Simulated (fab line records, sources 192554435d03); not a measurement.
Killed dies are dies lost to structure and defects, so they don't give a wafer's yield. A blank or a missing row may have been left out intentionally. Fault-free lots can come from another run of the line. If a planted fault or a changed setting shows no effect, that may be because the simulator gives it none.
Matching of chambers / flow n5-finfet / rie-diel-04 running N5_BEOL_M13_VIA_ETCH_16: 4 sister chambers
The step etches SiOC in C4F8/O2/Ar, target depth 921.7 nm. 22 wafers are shown with their chamber, then 11 later ones without.

WAFERS, EACH WITH ITS CHAMBER
wafer=L074.1; chamber=3; showerhead-plenum-p-Torr (Torr)=3.41; drypump-motor-current-A (A)=6.5; oes-product-au (a.u.)=0.66
wafer=L074.5; chamber=0; showerhead-plenum-p-Torr (Torr)=3.48; drypump-motor-current-A (A)=5.3; oes-product-au (a.u.)=0.79
wafer=L074.6; chamber=3; showerhead-plenum-p-Torr (Torr)=3.41; drypump-motor-current-A (A)=6.5; oes-product-au (a.u.)=0.65
wafer=L075.2; chamber=1; showerhead-plenum-p-Torr (Torr)=3.39; drypump-motor-current-A (A)=5.7; oes-product-au (a.u.)=0.69
wafer=L075.5; chamber=3; showerhead-plenum-p-Torr (Torr)=3.41; drypump-motor-current-A (A)=6.4; oes-product-au (a.u.)=0.66
wafer=L075.6; chamber=2; showerhead-plenum-p-Torr (Torr)=3.19; drypump-motor-current-A (A)=4.8; oes-product-au (a.u.)=0.62
wafer=L076.4; chamber=0; showerhead-plenum-p-Torr (Torr)=3.48; drypump-motor-current-A (A)=5.3; oes-product-au (a.u.)=0.78
wafer=L076.5; chamber=0; showerhead-plenum-p-Torr (Torr)=3.48; drypump-motor-current-A (A)=5.3; oes-product-au (a.u.)=0.78
wafer=L076.6; chamber=1; showerhead-plenum-p-Torr (Torr)=3.39; drypump-motor-current-A (A)=5.7; oes-product-au (a.u.)=0.69
wafer=L079.1; chamber=1; showerhead-plenum-p-Torr (Torr)=3.39; drypump-motor-current-A (A)=5.7; oes-product-au (a.u.)=0.69
wafer=L079.3; chamber=0; showerhead-plenum-p-Torr (Torr)=3.48; drypump-motor-current-A (A)=5.3; oes-product-au (a.u.)=0.79
wafer=L079.4; chamber=2; showerhead-plenum-p-Torr (Torr)=3.19; drypump-motor-current-A (A)=4.8; oes-product-au (a.u.)=0.62
wafer=L078.4; chamber=3; showerhead-plenum-p-Torr (Torr)=3.40; drypump-motor-current-A (A)=6.4; oes-product-au (a.u.)=0.65
wafer=L078.5; chamber=3; showerhead-plenum-p-Torr (Torr)=3.40; drypump-motor-current-A (A)=6.4; oes-product-au (a.u.)=0.65
wafer=L078.6; chamber=2; showerhead-plenum-p-Torr (Torr)=3.19; drypump-motor-current-A (A)=4.8; oes-product-au (a.u.)=0.61
wafer=L083.3; chamber=1; showerhead-plenum-p-Torr (Torr)=3.38; drypump-motor-current-A (A)=5.6; oes-product-au (a.u.)=0.68
wafer=L083.4; chamber=0; showerhead-plenum-p-Torr (Torr)=3.47; drypump-motor-current-A (A)=5.3; oes-product-au (a.u.)=0.77
wafer=L083.5; chamber=1; showerhead-plenum-p-Torr (Torr)=3.38; drypump-motor-current-A (A)=5.6; oes-product-au (a.u.)=0.68
wafer=L082.2; chamber=0; showerhead-plenum-p-Torr (Torr)=3.47; drypump-motor-current-A (A)=5.3; oes-product-au (a.u.)=0.76
wafer=L082.3; chamber=3; showerhead-plenum-p-Torr (Torr)=3.40; drypump-motor-current-A (A)=6.4; oes-product-au (a.u.)=0.65
wafer=L082.6; chamber=3; showerhead-plenum-p-Torr (Torr)=3.40; drypump-motor-current-A (A)=6.4; oes-product-au (a.u.)=0.66
wafer=L086.1; chamber=0; showerhead-plenum-p-Torr (Torr)=3.47; drypump-motor-current-A (A)=5.3; oes-product-au (a.u.)=0.76

SIGNATURES (means of the wafers above)
reading=showerhead-plenum-p-Torr; chamber 0=3.4757; chamber 1=3.3860; chamber 2=3.1900; chamber 3=3.4043; scatter within a chamber=0.00507
reading=drypump-motor-current-A; chamber 0=5.300; chamber 1=5.660; chamber 2=4.800; chamber 3=6.429; scatter within a chamber=0.0382
reading=oes-product-au; chamber 0=0.7757; chamber 1=0.6860; chamber 2=0.6167; chamber 3=0.6543; scatter within a chamber=0.00859
Rule: for each reading, subtract the chamber's mean from the wafer's reading, divide by that reading's scatter and square the result; add these up over the readings and take the root, which gives the wafer's distance from the chamber. If the next closest chamber is less than 2 further off than the closest, the wafer can't be placed; otherwise it belongs to the closest. The scatter is the square root of a quotient: the sum, over the shown wafers, of each reading's squared deviation from its chamber's mean, divided by wafers minus chambers.

WAFERS WITH NO CHAMBER GIVEN
wafer=L086.2; showerhead-plenum-p-Torr (Torr)=3.40; drypump-motor-current-A (A)=6.4; oes-product-au (a.u.)=0.64
wafer=L086.3; showerhead-plenum-p-Torr (Torr)=3.38; drypump-motor-current-A (A)=5.6; oes-product-au (a.u.)=0.67
wafer=L090.1; showerhead-plenum-p-Torr (Torr)=3.57; drypump-motor-current-A (A)=4.7; oes-product-au (a.u.)=0.86
wafer=L090.2; showerhead-plenum-p-Torr (Torr)=3.38; drypump-motor-current-A (A)=5.7; oes-product-au (a.u.)=0.67
wafer=L090.6; showerhead-plenum-p-Torr (Torr)=3.38; drypump-motor-current-A (A)=5.7; oes-product-au (a.u.)=0.67
wafer=L092.2; showerhead-plenum-p-Torr (Torr)=3.46; drypump-motor-current-A (A)=5.3; oes-product-au (a.u.)=0.74
wafer=L092.4; showerhead-plenum-p-Torr (Torr)=3.57; drypump-motor-current-A (A)=4.8; oes-product-au (a.u.)=0.84
wafer=L092.6; showerhead-plenum-p-Torr (Torr)=3.39; drypump-motor-current-A (A)=6.4; oes-product-au (a.u.)=0.63
wafer=L096.1; showerhead-plenum-p-Torr (Torr)=3.57; drypump-motor-current-A (A)=4.7; oes-product-au (a.u.)=0.83
wafer=L096.3; showerhead-plenum-p-Torr (Torr)=3.46; drypump-motor-current-A (A)=5.3; oes-product-au (a.u.)=0.74
wafer=L096.5; showerhead-plenum-p-Torr (Torr)=3.39; drypump-motor-current-A (A)=6.5; oes-product-au (a.u.)=0.63

WHICH CHAMBER EACH WENT THROUGH
wafer=L086.2; from the rows above=3; in truth=3
wafer=L086.3; from the rows above=1; in truth=1
wafer=L090.1; from the rows above=0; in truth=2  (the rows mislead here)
wafer=L090.2; from the rows above=1; in truth=1
wafer=L090.6; from the rows above=1; in truth=1
wafer=L092.2; from the rows above=0; in truth=0
wafer=L092.4; from the rows above=0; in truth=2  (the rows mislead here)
wafer=L092.6; from the rows above=3; in truth=3
wafer=L096.1; from the rows above=0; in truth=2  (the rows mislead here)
wafer=L096.3; from the rows above=0; in truth=0
wafer=L096.5; from the rows above=3; in truth=3
Correctly placed: 8 of 11. From these rows, 0 cannot be placed. Wrongly placed: 3.
